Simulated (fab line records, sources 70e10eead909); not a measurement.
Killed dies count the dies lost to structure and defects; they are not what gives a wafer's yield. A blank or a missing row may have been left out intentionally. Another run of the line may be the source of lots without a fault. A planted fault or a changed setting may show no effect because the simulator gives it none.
What tool caused it? / flow nand_harc / Sampling: 7 lots, 21 wafers, 3 of 1302 route steps

== WHAT THE GAUGES SHOWED, per wafer ==
NHARC_A_DECK1_JOINT_THK_MEAS_17: measures by ellipsometry.
lot=L449; measured=day 12 18:34; on=film_metro-01; thk_nm (nm)=41.6 44.7 44.5
lot=L452; measured=day 13 22:33; on=film_metro-01; thk_nm (nm)=43.7 43.0 46.5
lot=L455; measured=day 15 11:39; on=film_metro-02; thk_nm (nm)=44.5 44.9 46.6
lot=L458; measured=day 16 08:29; on=film_metro-01; thk_nm (nm)=44.8 43.2 44.8
lot=L459; measured=day 16 22:12; on=film_metro-01; thk_nm (nm)=43.9 46.4 45.1
lot=L462; measured=day 18 03:53; on=film_metro-02; thk_nm (nm)=43.3 46.0 44.0
lot=L471; measured=day 21 15:26; on=film_metro-02; thk_nm (nm)=47.2 44.5 45.3

== EACH LOT AND THE TOOL THAT RAN IT (in order: tool; ch and the chambers of the sampled wafers; start) ==
lot=L449; NHARC_A_CHANNEL_FILL_D1_ALD_03=ald_sin_batch-03 ch 0, day 12 01:04 or earlier; NHARC_A_DECK1_JOINT_DEP_06=fcvd-01 ch 0,1, day 12 01:04
lot=L452; NHARC_A_CHANNEL_FILL_D1_ALD_03=ald_sin_batch-01 ch 0, day 13 04:22 or earlier; NHARC_A_DECK1_JOINT_DEP_06=fcvd-01 ch 0,1, day 13 04:22
lot=L455; NHARC_A_CHANNEL_FILL_D1_ALD_03=ald_sin_batch-03 ch 0, day 14 19:23 or earlier; NHARC_A_DECK1_JOINT_DEP_06=fcvd-01 ch 0,1, day 14 19:23
lot=L458; NHARC_A_CHANNEL_FILL_D1_ALD_03=ald_sin_batch-03 ch 0, day 15 14:07 or earlier; NHARC_A_DECK1_JOINT_DEP_06=fcvd-02 ch 0,1, day 15 14:07
lot=L459; NHARC_A_CHANNEL_FILL_D1_ALD_03=ald_sin_batch-02 ch 0, day 16 04:16 or earlier; NHARC_A_DECK1_JOINT_DEP_06=fcvd-02 ch 0,1, day 16 04:16
lot=L462; NHARC_A_CHANNEL_FILL_D1_ALD_03=ald_sin_batch-01 ch 0, day 17 13:03 or earlier; NHARC_A_DECK1_JOINT_DEP_06=fcvd-02 ch 0,1, day 17 13:03
lot=L471; NHARC_A_CHANNEL_FILL_D1_ALD_03=ald_sin_batch-02 ch 0, day 21 00:01 or earlier; NHARC_A_DECK1_JOINT_DEP_06=fcvd-01 ch 0,1, day 21 00:01
- NHARC_A_CHANNEL_FILL_D1_ALD_03: deposits SiNx, target thk 6 nm, pulse time 60 s, ald cycles 58.
- NHARC_A_DECK1_JOINT_DEP_06: deposits SiOx, target thk 80 nm.

== THE ANSWER, worked out from the rows above alone ==
Rule: what is usual is taken from the lots themselves. The widest of any qualifying gaps counts: lots, ordered by their means at a reading, are off when they make up no more than a third of the lots, leave a main group of 4 or more, and stand apart from it by 3 or more times the standard deviation of that group's means. A main group whose means are all the same, to the digits that the tables above print for the reading, isn't used. Also off: a lot with no number at a reading for which 4 or more lots have one. Where the step has rows for the other lots, those lots are counted as sound.
Nothing can be told from this: no lot is off at any reading shown.

== WHAT THE SIMULATOR HAD PUT IN ==
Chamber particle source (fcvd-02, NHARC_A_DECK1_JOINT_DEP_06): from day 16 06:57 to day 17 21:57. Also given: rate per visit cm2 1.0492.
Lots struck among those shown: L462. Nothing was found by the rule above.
